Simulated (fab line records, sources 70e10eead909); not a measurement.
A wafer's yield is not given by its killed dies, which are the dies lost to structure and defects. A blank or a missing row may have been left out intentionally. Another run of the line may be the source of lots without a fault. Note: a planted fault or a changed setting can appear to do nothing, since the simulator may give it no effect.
Which tool was responsible?    flow nandHarc    Sampling: 11 lots, 33 wafers, 7 of 1159 route steps

== WHAT EACH GAUGE READ, for each wafer ==
NHARC_A_SLIT_INSPECT_11.
lot   measured      on                rawDefectCount
L267  day 14 06:19  defectInspect-01  17 23 18
L269  day 14 19:06  defectInspect-02  12 13 5
L271  day 15 13:40  defectInspect-02  8 10 9
L272  day 15 13:54  defectInspect-02  7 14 15
L278  day 17 14:11  defectInspect-01  479 421 460
L282  day 18 13:55  defectInspect-02  440 429 448
L283  day 18 15:31  defectInspect-02  12 9 11
L285  day 18 22:38  defectInspect-02  37 24 32
L286  day 19 12:18  defectInspect-02  32 44 27
L289  day 19 12:09  defectInspect-01  34 36 26
L288  day 19 16:27  defectInspect-01  17 15 19

NHARC_A_SIN_REMOVE_INSPECT_04.
lot   measured      on                rawDefectCount
L267  day 14 17:08  defectInspect-02  206 271 443
L269  day 15 06:19  defectInspect-01  228 290 290
L271  day 16 00:49  defectInspect-01  278 505 443
L272  day 16 00:49  defectInspect-02  290 290 331
L278  day 18 02:46  defectInspect-01  731 615 703
L282  day 19 01:13  defectInspect-02  922 952 955
L283  day 19 01:14  defectInspect-02  147 333 148
L285  day 19 09:51  defectInspect-02  252 207 211
L286  day 20 07:44  defectInspect-01  296 235 320
L289  day 20 07:42  defectInspect-02  209 271 255
L288  day 20 07:43  defectInspect-02  255 354 384

NHARC_END_SORT_01.
lot   measured      on         killedAtArray  killedAtOther  killedAtPeriphery  killedDies  killedOpen  killedShort
L278  day 22 20:36  prober-01  80 88 71       0 0 1          3 5 2              83 93 74    2 2 2       2 3 3
L282  day 23 20:28  prober-01  118 101 88     0 0 0          6 6 0              124 107 88  3 5 1       4 4 3

== WHICH TOOL RAN EACH LOT (tool, then ch and the chambers of the sampled wafers, then the start) ==
lot   NHARC_A_SGD_CUT_STRIP_17                      NHARC_A_SGD_CUT_CMP_21         NHARC_A_SLIT_DEP_00           NHARC_A_SLIT_ETCH_26
L267  rieDiel-11 ch 1,2, day 13 21:30               cmp-04 ch 1,2,3, day 14 02:05  aclDep-01 ch 0, day 14 04:10  harEtch-02 ch 0,1, day 14 10:03
L269  rieDiel-11 ch 1,2,3, day 14 15:12 or earlier  cmp-04 ch 0,2,3, day 14 15:12  aclDep-01 ch 0, day 14 16:18  harEtch-01 ch 0,1, day 14 21:26
L271  rieDiel-11 ch 0,1,3, day 15 09:50 or earlier  cmp-02 ch 0,2,3, day 15 09:50  aclDep-01 ch 0, day 15 10:55  harEtch-01 ch 0,1, day 15 15:58
L272  rieDiel-07 ch 0,1,3, day 15 09:49 or earlier  cmp-01 ch 1,2, day 15 09:49    aclDep-03 ch 0, day 15 11:04  harEtch-01 ch 0,1, day 15 17:39
L278  rieDiel-11 ch 0,1,3, day 17 09:59 or earlier  cmp-01 ch 0,2, day 17 09:59    aclDep-01 ch 0, day 17 11:20  harEtch-01 ch 0,1, day 17 19:44
L282  rieDiel-11 ch 2,3, day 18 10:05 or earlier    cmp-04 ch 1,2, day 18 10:05    aclDep-01 ch 0, day 18 11:34  harEtch-02 ch 0,1, day 18 16:24
L283  rieDiel-10 ch 0,1,3, day 18 10:05 or earlier  cmp-02 ch 0,3, day 18 10:05    aclDep-03 ch 0, day 18 12:50  harEtch-01 ch 0,1, day 18 17:50
L285  rieDiel-11 ch 1,3, day 18 18:46 or earlier    cmp-04 ch 0,1,3, day 18 18:46  aclDep-02 ch 0, day 18 19:50  harEtch-01 ch 1, day 19 00:58
L286  rieDiel-11 ch 2,3, day 19 08:14 or earlier    cmp-02 ch 1,2,3, day 19 08:14  aclDep-02 ch 0, day 19 09:43  harEtch-02 ch 0,1, day 19 16:59
L289  rieDiel-10 ch 0,2,3, day 19 08:14 or earlier  cmp-01 ch 0,2, day 19 08:14    aclDep-03 ch 0, day 19 09:21  harEtch-01 ch 0,1, day 19 16:46
L288  rieDiel-11 ch 0,1, day 19 12:19 or earlier    cmp-02 ch 0,1,3, day 19 12:19  aclDep-03 ch 0, day 19 14:19  harEtch-01 ch 0,1, day 19 18:50
- NHARC_A_SGD_CUT_STRIP_17: strips in O2.
- NHARC_A_SGD_CUT_CMP_21: polishes, target thk 148.19 nm.
- NHARC_A_SLIT_DEP_00: deposits aC, target thk 3200 nm.
- NHARC_A_SLIT_ETCH_26: etches the open film in C4F8/O2/Ar, time 90 s, target depth 400 nm.

== WHAT THE TOOLS THEMSELVES READ (means of the sampled wafers that have a number; where no wafer has one, the mark that the record gives instead) ==
NHARC_A_SGD_CUT_STRIP_17.
lot   tool        drypumpMotorCurrentA (A)  mfcArSccm (sccm)  oesProductAu (a.u.)  rfVppV (V)  showerheadPlenumPTorr (Torr)  throttleValvePct (%)
L267  rieDiel-11  5.7                       0.008             0.993                57.5        3.58                          17.029
L269  rieDiel-11  5.8                       0.006             1.000                58.2        3.59                          17.033
L271  rieDiel-11  6.0                       0.013             0.989                57.2        3.49                          17.037
L272  rieDiel-07  5.5                       0.005             1.001                57.9        3.54                          17.048
L278  rieDiel-11  6.0                       0.013             0.989                57.4        3.49                          17.041
L282  rieDiel-11  5.8                       0.002             0.992                57.3        3.61                          17.045
L283  rieDiel-10  5.4                       0.002             1.004                58.4        3.64                          17.036
L285  rieDiel-11  5.8                       0.008             0.990                58.5        3.57                          17.034
L286  rieDiel-11  5.8                       0.002             0.988                57.6        3.61                          17.044
L289  rieDiel-10  5.4                       0.005             0.999                57.9        3.52                          17.030
L288  rieDiel-11  6.0                       0.015             0.992                57.0        3.48                          17.032

NHARC_A_SGD_CUT_CMP_21.
lot   tool    motorCurrentA (A)  timeToEndpointS (s)
L267  cmp-04  11.1               50.8
L269  cmp-04  12.1               52.4
L271  cmp-02  11.8               49.2
L272  cmp-01  12.2               50.6
L278  cmp-01  11.5               48.8
L282  cmp-04  11.8               52.0
L283  cmp-02  11.8               48.8
L285  cmp-04  11.4               52.0
L286  cmp-02  11.2               48.4
L289  cmp-01  11.7               47.3
L288  cmp-02  11.5               47.7

NHARC_A_SLIT_DEP_00.
lot   tool       throttleValvePct (%)
L267  aclDep-01  34.999
L269  aclDep-01  34.996
L271  aclDep-01  35.000
L272  aclDep-03  35.001
L278  aclDep-01  34.994
L282  aclDep-01  35.002
L283  aclDep-03  35.001
L285  aclDep-02  34.989
L286  aclDep-02  34.995
L289  aclDep-03  34.997
L288  aclDep-03  34.998

NHARC_A_SLIT_ETCH_26.
lot   tool        drypumpMotorCurrentA (A)  heBacksideLeakSccm (sccm)  mfcArSccm (sccm)  showerheadPlenumPTorr (Torr)  throttleValvePct (%)
L267  harEtch-02  5.2                       6.6                        375.7             3.85                          27.612
L269  harEtch-01  5.9                       5.1                        376.2             3.70                          27.623
L271  harEtch-01  6.4                       5.1                        374.6             3.75                          27.622
L272  harEtch-01  5.9                       5.0                        375.5             3.69                          27.624
L278  harEtch-01  6.4                       5.1                        375.5             3.74                          27.615
L282  harEtch-02  5.4                       7.0                        374.8             3.79                          27.627
L283  harEtch-01  6.4                       5.2                        374.2             3.73                          27.620
L285  harEtch-01  5.5                       5.1                        375.5             3.62                          27.615
L286  harEtch-02  5.2                       6.6                        373.8             3.81                          27.624
L289  harEtch-01  5.9                       5.3                        374.0             3.67                          27.617
L288  harEtch-01  5.9                       5.2                        374.1             3.67                          27.616

== THE ANSWER, worked out from the rows above alone ==
Rule: usual is defined by the lots themselves. The widest of any qualifying gaps counts: lots, ordered by their means at a reading, are off when they make up no more than a third of the lots, leave a main group of 4 or more, and stand apart from it by 3 or more times the standard deviation of that group's means. A main group is skipped when, at the precision printed for the reading in the tables above, its means are all equal. A lot without any number at a reading at which 4 lots or more have one is off too. Any other lot the step has rows for is counted as sound. Order of review: gauges by route order, followed by the tools' own readings, for which a lot's mean as printed above is used. The first step at which some lot is off is used, and at that step the reading that is off furthest; a lot without a number counts as furthest.
Off at NHARC_A_SLIT_INSPECT_11 (rawDefectCount): L278, L282. The main group has a mean of 19 with a standard deviation of 9.7.
If a tool, at a process step before that reading, ran all the lots that are off and no sound lot after the first of them, it fits. Gauges at NHARC_A_SLIT_INSPECT_11: tried the same way as those tools. NHARC_A_SGD_CUT_STRIP_17: start missing for some lots; hours and lot order therefore follow NHARC_A_SGD_CUT_CMP_21. One candidate fits, namely aclDep-01 at NHARC_A_SLIT_DEP_00. Its last sound lot is L271 (day 15 10:55), its first lot that is off L278 (day 17 11:20): a fault that began between those two fits.

== WHAT THE SIMULATOR PUT IN ==
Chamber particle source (aclDep-01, NHARC_A_SLIT_DEP_00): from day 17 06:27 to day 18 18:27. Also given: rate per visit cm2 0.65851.
Shown lots that were struck: L278, L282. The rule above reached the same finding.
